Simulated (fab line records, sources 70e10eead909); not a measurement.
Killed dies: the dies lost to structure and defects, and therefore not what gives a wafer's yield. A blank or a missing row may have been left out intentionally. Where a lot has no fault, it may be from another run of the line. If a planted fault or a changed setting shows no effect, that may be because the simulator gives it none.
A lot that was struck, set against a sound lot :: flow nand-harc :: 20 out of 1302 route steps
Sound: these wafers, L450.1, L450.3, L450.5. Struck: wafer L469.4 (L469.1, L469.2, from the same lot, were not struck and are left out); the cause is given at the end.
Each step with rows lists, per side, the tool, then ch with its chambers, then its first start. Under that, the readings that differ: sound wafers :: struck wafers :: difference of the means :: sigmas: that difference in standard deviations of wafers without a fault.
alike: readings with means less than 2 such deviations apart, plus words and numbers identical on both sides. not compared: withheld readings, readings lacking a value on some wafer, bounds such as >300 that could conceal the same value, and numbers that have no deviation in the record and whose values overlap.
Wherever a step has rows on one side only, a row that says differs or no value, or a row with sigmas, the two part there. Numbers that have no deviation but don't overlap get no sigmas and don't part them. A reading that every wafer of one side lacks parts them only if that side has two wafers or more.

NHARC_P_ZERO_WELL_CD_MEAS_37: target cd 720 nm.
  sound on cd-sem-01 ch 0, day 2 10:07; struck on cd-sem-02 ch 0, day 10 08:20
  alike: cd-nm
then, 1 step without rows for these wafers: NHARC_P_ZERO_WELL_HARDBAKE_38 (time 80 s).
NHARC_P_ZERO_WELL_DESCUM_39: chemistry O2, time 3 s.
  sound on rie-diel-02 ch 2,3, day 2 10:17; struck on rie-diel-11 ch 1, day 10 08:30
reading: rf-vpp-V (V)
sound: 57.8 58.7 59.0
struck: 56.0
difference: -2.5
sigmas: -3
  alike: chamber-pressure-mTorr, drypump-motor-current-A, oes-product-au, showerhead-plenum-p-Torr, throttle-valve-pct
  not compared: rf-hours-counter-h
then, 9 steps without rows for these wafers: NHARC_P_ZERO_WELL_IMPLANT_40; NHARC_P_ZERO_WELL_IMPLANT_59; NHARC_P_ZERO_WELL_IMPLANT_60; NHARC_P_ZERO_WELL_STRIP_41 (strips in SPM, time 840 s); NHARC_P_ZERO_WELL_DEHYDRATE_44 (time 120 s); NHARC_P_ZERO_WELL_HMDS_45 (time 30 s); NHARC_P_ZERO_WELL_COAT_46; NHARC_P_ZERO_WELL_SOFTBAKE_47 (time 95 s); NHARC_P_ZERO_WELL_EBR_48.
NHARC_P_ZERO_WELL_EXPOSE_49: exposes mask P HVPW, target cd 2000 nm.
  sound on krf-scanner-03 ch 0, day 2 11:28; struck on krf-scanner-02 ch 0, day 10 09:41
  alike: mask, reticle-temp-C
then, 2 steps without rows for these wafers: NHARC_P_ZERO_WELL_PEB_50 (peb time 85 s); NHARC_P_ZERO_WELL_DEVELOP_51 (time 70 s).
NHARC_P_ZERO_WELL_CD_MEAS_52: target cd 2000 nm.
  sound on cd-sem-01 ch 0, day 2 11:37; struck on cd-sem-01 ch 0, day 10 09:50
reading: cd-nm (nm)
sound: 1999.4 1998.9 1997.2
struck: 2044.2
difference: +45.7
sigmas: +29
then, 1 step without rows for these wafers: NHARC_P_ZERO_WELL_HARDBAKE_53 (time 80 s).
NHARC_P_ZERO_WELL_DESCUM_54: chemistry O2, time 3 s.
  sound on rie-diel-11 ch 0,3, day 2 11:47; struck on rie-diel-02 ch 1, day 10 10:07
reading: model.P_ZERO_WELL.cd-nm (nm)
sound: 1999 1998 1997
struck: 2044
difference: +46
sigmas: 
  alike: chamber-pressure-mTorr, drypump-motor-current-A, oes-product-au, rf-vpp-V, showerhead-plenum-p-Torr, throttle-valve-pct
  not compared: rf-hours-counter-h
then, 2 steps without rows for these wafers: NHARC_P_ZERO_WELL_IMPLANT_55; NHARC_END_SORT_01.

## WHERE THEY PART
At NHARC_P_ZERO_WELL_DESCUM_39 first; at NHARC_P_ZERO_WELL_CD_MEAS_52 last (within this record only). Later steps at which nothing parts them and some readings are alike: NHARC_P_ZERO_WELL_DESCUM_54.

WHY: what had been put in by the simulator
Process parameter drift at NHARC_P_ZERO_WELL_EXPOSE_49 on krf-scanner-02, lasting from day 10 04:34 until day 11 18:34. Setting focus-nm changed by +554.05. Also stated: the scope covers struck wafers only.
